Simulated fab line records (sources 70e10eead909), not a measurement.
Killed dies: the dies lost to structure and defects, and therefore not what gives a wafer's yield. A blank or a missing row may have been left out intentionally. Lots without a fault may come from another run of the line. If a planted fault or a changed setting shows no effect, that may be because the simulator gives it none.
What tool caused it? :: flow nand_harc :: Sampling: 11 lots, 33 wafers, 5 of 1302 route steps

== WHAT THE GAUGES READ, wafer by wafer ==
NHARC_P_STI_OCD_MEAS_17. Usual: trench_depth_nm 300 nm, standard deviation 6.7; trench_foot_cd_nm 158 nm, standard deviation 3.4.
lot: L346
measured: day 2 22:14
on: ocd-02
trench_depth_nm (nm): 301 301 294
trench_foot_cd_nm (nm): 156 154 159
flag: 

lot: L348
measured: day 3 17:40
on: ocd-02
trench_depth_nm (nm): 304 299 303
trench_foot_cd_nm (nm): 161 162 157
flag: 

lot: L349
measured: day 4 01:20
on: ocd-01
trench_depth_nm (nm): 306 301 300
trench_foot_cd_nm (nm): 155 157 160
flag: 

lot: L350
measured: day 4 11:45
on: ocd-02
trench_depth_nm (nm): 289 289 305
trench_foot_cd_nm (nm): 166 161 162
flag: 

lot: L351
measured: day 4 23:06
on: ocd-01
trench_depth_nm (nm): 290 287 298
trench_foot_cd_nm (nm): 163 160 164
flag: 

lot: L353
measured: day 5 21:28
on: ocd-01
trench_depth_nm (nm): 303 303 302
trench_foot_cd_nm (nm): 155 161 161
flag: 

lot: L354
measured: day 6 09:07
on: ocd-02
trench_depth_nm (nm): 311 291 307
trench_foot_cd_nm (nm): 156 160 155
flag: 

lot: L359
measured: day 8 07:58
on: ocd-01
trench_depth_nm (nm): 301 302 297
trench_foot_cd_nm (nm): 155 156 160
flag: 

lot: L360
measured: day 8 15:52
on: ocd-02
trench_depth_nm (nm): 307 297 296
trench_foot_cd_nm (nm): 156 158 159
flag: 

lot: L361
measured: day 9 01:13
on: ocd-01
trench_depth_nm (nm): 306 298 304
trench_foot_cd_nm (nm): 161 163 155
flag: 

lot: L369
measured: day 12 12:13
on: ocd-01
trench_depth_nm (nm): 301 294 313
trench_foot_cd_nm (nm): 156 161 154
flag: 

NHARC_END_SORT_01. Usual: killed_at_array 52, standard deviation 16; killed_at_other 0.8, standard deviation 0.98; killed_at_periphery 4.2, standard deviation 2.9; killed_dies 57, standard deviation 16; killed_open 3.3, standard deviation 1.9; killed_short 2.5, standard deviation 1.5.
lot: L346
measured: day 25 06:15
on: prober-02
killed_at_array: 27 30 26
killed_at_other: 0 0 0
killed_at_periphery: 8 7 1
killed_dies: 35 37 27
killed_open: 4 1 2
killed_short: 1 7 1
flag: 

lot: L348
measured: day 26 03:53
on: prober-02
killed_at_array: 46 52 24
killed_at_other: 3 0 0
killed_at_periphery: 4 4 2
killed_dies: 53 56 26
killed_open: 5 8 2
killed_short: 2 2 1
flag: 

lot: L349
measured: day 25 11:32
on: prober-01
killed_at_array: 18 24 25
killed_at_other: 0 1 1
killed_at_periphery: 0 2 0
killed_dies: 18 27 26
killed_open: 0 1 1
killed_short: 3 1 4
flag: 

lot: L350
measured: day 25 20:14
on: prober-01
killed_at_array: 28 57 52
killed_at_other: 0 0 0
killed_at_periphery: 8 2 0
killed_dies: 36 59 52
killed_open: 3 2 4
killed_short: 5 2 1
flag: 

lot: L351
measured: day 25 18:37
on: prober-02
killed_at_array: 53 68 73
killed_at_other: 0 0 0
killed_at_periphery: 4 0 0
killed_dies: 57 68 73
killed_open: 3 1 2
killed_short: 0 2 2
flag: 

lot: L353
measured: day 27 01:32
on: prober-01
killed_at_array: 64 71 72
killed_at_other: 0 0 1
killed_at_periphery: 2 2 1
killed_dies: 66 73 74
killed_open: 3 3 6
killed_short: 4 2 0
flag: 

lot: L354
measured: day 27 16:05
on: prober-01
killed_at_array: 46 58 53
killed_at_other: 0 2 1
killed_at_periphery: 10 4 14
killed_dies: 56 64 68
killed_open: 6 2 6
killed_short: 2 2 2
flag: 

lot: L359
measured: day 30 07:37
on: prober-01
killed_at_array: 54 64 49
killed_at_other: 1 1 1
killed_at_periphery: 622 612 627
killed_dies: 677 677 677
killed_open: 1 6 5
killed_short: 1 3 4
flag: OFF

lot: L360
measured: day 29 23:02
on: prober-01
killed_at_array: 47 54 41
killed_at_other: 1 0 0
killed_at_periphery: 629 623 636
killed_dies: 677 677 677
killed_open: 2 5 4
killed_short: 2 1 0
flag: OFF

lot: L361
measured: day 29 22:18
on: prober-02
killed_at_array: 58 64 58
killed_at_other: 2 1 3
killed_at_periphery: 4 6 1
killed_dies: 64 71 62
killed_open: 2 3 1
killed_short: 7 3 0
flag: 

lot: L369
measured: day 34 03:25
on: prober-01
killed_at_array: 67 56 52
killed_at_other: 0 0 0
killed_at_periphery: 7 7 8
killed_dies: 74 63 60
killed_open: 4 3 6
killed_short: 5 4 5
flag: 

== WHAT TOOL EACH LOT RAN ON (gives the tool, then ch and the chambers of the sampled wafers, and finally the start) ==
lot: L346
NHARC_P_GATE_ETCH_114: rie_diel-12 ch 0,2,3, day 5 09:00
NHARC_P_GATE_ALD_36: ald_sin-04 ch 1,2, day 5 10:08
NHARC_P_GATE_STRIP_101: rie_diel-02 ch 2,3, day 5 19:49

lot: L348
NHARC_P_GATE_ETCH_114: rie_diel-12 ch 0,1,2, day 6 01:00
NHARC_P_GATE_ALD_36: ald_sin-03 ch 1,2, day 6 02:49
NHARC_P_GATE_STRIP_101: rie_diel-03 ch 1,2, day 6 12:23

lot: L349
NHARC_P_GATE_ETCH_114: rie_diel-03 ch 0,1, day 6 02:00
NHARC_P_GATE_ALD_36: ald_sin-04 ch 1,2,3, day 6 04:07
NHARC_P_GATE_STRIP_101: rie_diel-02 ch 0,1,3, day 6 12:38

lot: L350
NHARC_P_GATE_ETCH_114: rie_diel-12 ch 0,1,2, day 6 18:00
NHARC_P_GATE_ALD_36: ald_sin-01 ch 1,2, day 6 19:01
NHARC_P_GATE_STRIP_101: rie_diel-03 ch 0,2,3, day 7 06:44

lot: L351
NHARC_P_GATE_ETCH_114: rie_diel-12 ch 0,2, day 7 04:00
NHARC_P_GATE_ALD_36: ald_sin-03 ch 0,2,3, day 7 07:35
NHARC_P_GATE_STRIP_101: rie_diel-03 ch 0,3, day 7 15:01

lot: L353
NHARC_P_GATE_ETCH_114: rie_diel-02 ch 1,2,3, day 8 00:00
NHARC_P_GATE_ALD_36: ald_sin-03 ch 0,1,2, day 8 02:22
NHARC_P_GATE_STRIP_101: rie_diel-02 ch 1,2,3, day 8 10:57

lot: L354
NHARC_P_GATE_ETCH_114: rie_diel-03 ch 1,2, day 8 13:00
NHARC_P_GATE_ALD_36: ald_sin-01 ch 1,2,3, day 8 16:14
NHARC_P_GATE_STRIP_101: rie_diel-02 ch 1,3, day 8 23:41

lot: L359
NHARC_P_GATE_ETCH_114: rie_diel-03 ch 0,2,3, day 10 13:00
NHARC_P_GATE_ALD_36: ald_sin-04 ch 0,1,3, day 10 14:13
NHARC_P_GATE_STRIP_101: rie_diel-12 ch 0,1,2, day 10 23:53

lot: L360
NHARC_P_GATE_ETCH_114: rie_diel-03 ch 0,2,3, day 11 03:00
NHARC_P_GATE_ALD_36: ald_sin-01 ch 0,1,2, day 11 06:13
NHARC_P_GATE_STRIP_101: rie_diel-02 ch 1,3, day 11 13:43

lot: L361
NHARC_P_GATE_ETCH_114: rie_diel-12 ch 0,2,3, day 11 03:00
NHARC_P_GATE_ALD_36: ald_sin-03 ch 1,3, day 11 04:35
NHARC_P_GATE_STRIP_101: rie_diel-12 ch 2,3, day 11 14:13

lot: L369
NHARC_P_GATE_ETCH_114: rie_diel-12 ch 0,2,3, day 14 21:00
NHARC_P_GATE_ALD_36: ald_sin-01 ch 1,2,3, day 14 22:35
NHARC_P_GATE_STRIP_101: rie_diel-12 ch 0,1,2, day 15 08:12
- NHARC_P_GATE_ETCH_114: etches the open film in CF4/O2, target depth 30 nm, overetch 3 nm, time 16.5 s.
- NHARC_P_GATE_ALD_36: deposits SiNx, target thk 20 nm, pulse time 60 s, ald cycles 223.
- NHARC_P_GATE_STRIP_101: strips in O2, time 20 s.

== AS READ BY THE TOOLS THEMSELVES (means over the sampled wafers that have a number; for cases with no such wafer, the mark the record gives instead) ==
NHARC_P_GATE_ETCH_114. Usual: bias_w 100.0 W, standard deviation 0.33; cf4_flow_sccm 80.00 sccm, standard deviation 0.23; chamber_pressure_mTorr 30.000 mTorr, standard deviation 0.028; drypump_motor_current_A 5.7 A, standard deviation 0.56; mfc_ar_sccm 0.006 sccm, standard deviation 0.01; oes_product_au 0.998 a.u., standard deviation 0.013; rf_vpp_V 197.7 V, standard deviation 1.5; showerhead_plenum_p_Torr 1.33 Torr, standard deviation 0.062; throttle_valve_pct 13.398 %, standard deviation 0.0092.
lot: L346
tool: rie_diel-12
bias_w (W): 100.0
cf4_flow_sccm (sccm): 79.86
chamber_pressure_mTorr (mTorr): 30.005
drypump_motor_current_A (A): 6.2
mfc_ar_sccm (sccm): 0.002
oes_product_au (a.u.): 1.010
rf_vpp_V (V): 198.6
showerhead_plenum_p_Torr (Torr): 1.39
throttle_valve_pct (%): 13.396
flag: 

lot: L348
tool: rie_diel-12
bias_w (W): 99.8
cf4_flow_sccm (sccm): 79.96
chamber_pressure_mTorr (mTorr): 30.001
drypump_motor_current_A (A): 6.2
mfc_ar_sccm (sccm): 0.002
oes_product_au (a.u.): 1.000
rf_vpp_V (V): 198.9
showerhead_plenum_p_Torr (Torr): 1.37
throttle_valve_pct (%): 13.395
flag: 

lot: L349
tool: rie_diel-03
bias_w (W): 99.7
cf4_flow_sccm (sccm): 79.88
chamber_pressure_mTorr (mTorr): 30.003
drypump_motor_current_A (A): 5.4
mfc_ar_sccm (sccm): 0.004
oes_product_au (a.u.): 0.989
rf_vpp_V (V): 197.7
showerhead_plenum_p_Torr (Torr): 1.31
throttle_valve_pct (%): 13.401
flag: 

lot: L350
tool: rie_diel-12
bias_w (W): 100.2
cf4_flow_sccm (sccm): 79.82
chamber_pressure_mTorr (mTorr): 29.980
drypump_motor_current_A (A): 6.2
mfc_ar_sccm (sccm): 0.002
oes_product_au (a.u.): 0.988
rf_vpp_V (V): 198.7
showerhead_plenum_p_Torr (Torr): 1.37
throttle_valve_pct (%): 13.400
flag: 

lot: L351
tool: rie_diel-12
bias_w (W): 100.1
cf4_flow_sccm (sccm): 80.02
chamber_pressure_mTorr (mTorr): 29.969
drypump_motor_current_A (A): 6.3
mfc_ar_sccm (sccm): 0.004
oes_product_au (a.u.): 1.002
rf_vpp_V (V): 198.5
showerhead_plenum_p_Torr (Torr): 1.42
throttle_valve_pct (%): 13.402
flag: 

lot: L353
tool: rie_diel-02
bias_w (W): 100.2
cf4_flow_sccm (sccm): 80.07
chamber_pressure_mTorr (mTorr): 30.009
drypump_motor_current_A (A): 5.1
mfc_ar_sccm (sccm): 0.010
oes_product_au (a.u.): 0.998
rf_vpp_V (V): 197.0
showerhead_plenum_p_Torr (Torr): 1.28
throttle_valve_pct (%): 13.393
flag: 

lot: L354
tool: rie_diel-03
bias_w (W): 100.2
cf4_flow_sccm (sccm): 80.20
chamber_pressure_mTorr (mTorr): 30.030
drypump_motor_current_A (A): 6.0
mfc_ar_sccm (sccm): 0.032
oes_product_au (a.u.): 1.002
rf_vpp_V (V): 196.0
showerhead_plenum_p_Torr (Torr): 1.28
throttle_valve_pct (%): 13.399
flag: 

lot: L359
tool: rie_diel-03
bias_w (W): -
cf4_flow_sccm (sccm): -
chamber_pressure_mTorr (mTorr): -
drypump_motor_current_A (A): -
mfc_ar_sccm (sccm): -
oes_product_au (a.u.): -
rf_vpp_V (V): -
showerhead_plenum_p_Torr (Torr): -
throttle_valve_pct (%): -
flag: OFF

lot: L360
tool: rie_diel-03
bias_w (W): -
cf4_flow_sccm (sccm): -
chamber_pressure_mTorr (mTorr): -
drypump_motor_current_A (A): -
mfc_ar_sccm (sccm): -
oes_product_au (a.u.): -
rf_vpp_V (V): -
showerhead_plenum_p_Torr (Torr): -
throttle_valve_pct (%): -
flag: OFF

lot: L361
tool: rie_diel-12
bias_w (W): 99.8
cf4_flow_sccm (sccm): 79.90
chamber_pressure_mTorr (mTorr): 30.007
drypump_motor_current_A (A): 6.2
mfc_ar_sccm (sccm): 0.002
oes_product_au (a.u.): 1.014
rf_vpp_V (V): 198.9
showerhead_plenum_p_Torr (Torr): 1.39
throttle_valve_pct (%): 13.394
flag: 

lot: L369
tool: rie_diel-12
bias_w (W): 99.7
cf4_flow_sccm (sccm): 79.84
chamber_pressure_mTorr (mTorr): 29.996
drypump_motor_current_A (A): 6.2
mfc_ar_sccm (sccm): 0.002
oes_product_au (a.u.): 1.010
rf_vpp_V (V): 198.5
showerhead_plenum_p_Torr (Torr): 1.38
throttle_valve_pct (%): 13.408
flag: 

NHARC_P_GATE_ALD_36. Usual: heater_power_outer_w 540 W, standard deviation 50; heater_power_w 876 W, standard deviation 61; precursor_pulse_height_rel 1.002, standard deviation 0.021.
lot: L346
tool: ald_sin-04
heater_power_outer_w (W): 528
heater_power_w (W): 859
precursor_pulse_height_rel: 1.004
flag: 

lot: L348
tool: ald_sin-03
heater_power_outer_w (W): 508
heater_power_w (W): 832
precursor_pulse_height_rel: 1.020
flag: 

lot: L349
tool: ald_sin-04
heater_power_outer_w (W): 551
heater_power_w (W): 918
precursor_pulse_height_rel: 1.003
flag: 

lot: L350
tool: ald_sin-01
heater_power_outer_w (W): 582
heater_power_w (W): 931
precursor_pulse_height_rel: 1.003
flag: 

lot: L351
tool: ald_sin-03
heater_power_outer_w (W): 504
heater_power_w (W): 816
precursor_pulse_height_rel: 1.000
flag: 

lot: L353
tool: ald_sin-03
heater_power_outer_w (W): 558
heater_power_w (W): 860
precursor_pulse_height_rel: 1.002
flag: 

lot: L354
tool: ald_sin-01
heater_power_outer_w (W): 586
heater_power_w (W): 906
precursor_pulse_height_rel: 1.003
flag: 

lot: L359
tool: ald_sin-04
heater_power_outer_w (W): 535
heater_power_w (W): 886
precursor_pulse_height_rel: 1.015
flag: 

lot: L360
tool: ald_sin-01
heater_power_outer_w (W): 522
heater_power_w (W): 857
precursor_pulse_height_rel: 1.007
flag: 

lot: L361
tool: ald_sin-03
heater_power_outer_w (W): 545
heater_power_w (W): 899
precursor_pulse_height_rel: 1.003
flag: 

lot: L369
tool: ald_sin-01
heater_power_outer_w (W): 584
heater_power_w (W): 904
precursor_pulse_height_rel: 0.986
flag: 

NHARC_P_GATE_STRIP_101. Usual: for chamber_pressure_mTorr, 60.00 mTorr with a standard deviation of 0.049; for drypump_motor_current_A, 5.7 A with a standard deviation of 0.54; for mfc_ar_sccm, 0.007 sccm with a standard deviation of 0.011; for oes_product_au, 0.999 a.u. with a standard deviation of 0.012; for rf_vpp_V, 57.8 V with a standard deviation of 0.91; for showerhead_plenum_p_Torr, 3.50 Torr with a standard deviation of 0.15; for throttle_valve_pct, 17.037 % with a standard deviation of 0.0097.
lot: L346
tool: rie_diel-02
chamber_pressure_mTorr (mTorr): 59.98
drypump_motor_current_A (A): 5.4
mfc_ar_sccm (sccm): 0.008
oes_product_au (a.u.): 1.000
rf_vpp_V (V): 57.3
showerhead_plenum_p_Torr (Torr): 3.42
throttle_valve_pct (%): 17.045
flag: 

lot: L348
tool: rie_diel-03
chamber_pressure_mTorr (mTorr): 60.03
drypump_motor_current_A (A): 5.7
mfc_ar_sccm (sccm): 0.022
oes_product_au (a.u.): 1.005
rf_vpp_V (V): 58.0
showerhead_plenum_p_Torr (Torr): 3.37
throttle_valve_pct (%): 17.037
flag: 

lot: L349
tool: rie_diel-02
chamber_pressure_mTorr (mTorr): 60.03
drypump_motor_current_A (A): 5.1
mfc_ar_sccm (sccm): 0.012
oes_product_au (a.u.): 0.979
rf_vpp_V (V): 57.9
showerhead_plenum_p_Torr (Torr): 3.50
throttle_valve_pct (%): 17.048
flag: 

lot: L350
tool: rie_diel-03
chamber_pressure_mTorr (mTorr): 59.98
drypump_motor_current_A (A): 5.6
mfc_ar_sccm (sccm): 0.014
oes_product_au (a.u.): 1.000
rf_vpp_V (V): 57.0
showerhead_plenum_p_Torr (Torr): 3.41
throttle_valve_pct (%): 17.033
flag: 

lot: L351
tool: rie_diel-03
chamber_pressure_mTorr (mTorr): 59.96
drypump_motor_current_A (A): 5.3
mfc_ar_sccm (sccm): 0.000
oes_product_au (a.u.): 1.002
rf_vpp_V (V): 57.4
showerhead_plenum_p_Torr (Torr): 3.46
throttle_valve_pct (%): 17.034
flag: 

lot: L353
tool: rie_diel-02
chamber_pressure_mTorr (mTorr): 60.05
drypump_motor_current_A (A): 5.1
mfc_ar_sccm (sccm): 0.010
oes_product_au (a.u.): 0.994
rf_vpp_V (V): 57.9
showerhead_plenum_p_Torr (Torr): 3.39
throttle_valve_pct (%): 17.041
flag: 

lot: L354
tool: rie_diel-02
chamber_pressure_mTorr (mTorr): 59.98
drypump_motor_current_A (A): 4.8
mfc_ar_sccm (sccm): 0.013
oes_product_au (a.u.): 0.988
rf_vpp_V (V): 57.1
showerhead_plenum_p_Torr (Torr): 3.36
throttle_valve_pct (%): 17.039
flag: 

lot: L359
tool: rie_diel-12
chamber_pressure_mTorr (mTorr): 60.02
drypump_motor_current_A (A): 6.2
mfc_ar_sccm (sccm): 0.002
oes_product_au (a.u.): 0.992
rf_vpp_V (V): 57.6
showerhead_plenum_p_Torr (Torr): 3.62
throttle_valve_pct (%): 17.024
flag: 

lot: L360
tool: rie_diel-02
chamber_pressure_mTorr (mTorr): 59.99
drypump_motor_current_A (A): 4.8
mfc_ar_sccm (sccm): 0.018
oes_product_au (a.u.): 0.994
rf_vpp_V (V): 57.5
showerhead_plenum_p_Torr (Torr): 3.34
throttle_valve_pct (%): 17.032
flag: 

lot: L361
tool: rie_diel-12
chamber_pressure_mTorr (mTorr): 59.99
drypump_motor_current_A (A): 6.0
mfc_ar_sccm (sccm): 0.004
oes_product_au (a.u.): 1.005
rf_vpp_V (V): 58.6
showerhead_plenum_p_Torr (Torr): 3.66
throttle_valve_pct (%): 17.028
flag: 

lot: L369
tool: rie_diel-12
chamber_pressure_mTorr (mTorr): 59.99
drypump_motor_current_A (A): 6.2
mfc_ar_sccm (sccm): 0.002
oes_product_au (a.u.): 1.007
rf_vpp_V (V): 58.6
showerhead_plenum_p_Torr (Torr): 3.61
throttle_valve_pct (%): 17.038
flag: 

== THE ANSWER, worked out from the rows above alone ==
Rule: a lot is off if the mean of its wafers that have a number lies more than 3 standard deviations from the usual mean. A lot without any number at a reading at which 4 lots or more have one is off too. Where the step has rows for the other lots, those lots are counted as sound. First the gauges in route order, then the tools' own readings, where a lot's mean is used as printed above. The first step at which some lot is off is used, and at that step the reading that is off furthest; a lot without a number counts as furthest.
Off, at NHARC_END_SORT_01 on killed_at_periphery: L359, L360.
A tool fits if, at a process step before that reading, it ran every lot that is off, and no sound lot after the first of them. The gauges at NHARC_END_SORT_01 aren't tried: what is off there is off at NHARC_P_GATE_ETCH_114 too, on other tools, and a gauge's error can't cause that. One candidate fits, namely rie_diel-03 at NHARC_P_GATE_ETCH_114. Its last sound lot is L354 (day 8 13:00), its first lot that is off L359 (day 10 13:00): a fault that began between those two fits.
Blank at NHARC_P_GATE_ETCH_114 on the lots that are off, where sound lots have numbers: bias_w, cf4_flow_sccm, chamber_pressure_mTorr, drypump_motor_current_A, mfc_ar_sccm, oes_product_au, rf_vpp_V, showerhead_plenum_p_Torr, throttle_valve_pct.

== WHAT HAD BEEN PUT IN BY THE SIMULATOR ==
Whole step skipped at NHARC_P_GATE_ETCH_114 on rie_diel-03, starting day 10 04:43. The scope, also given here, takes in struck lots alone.
Lots struck among those shown: L359, L360. This agrees with what the rule above found.
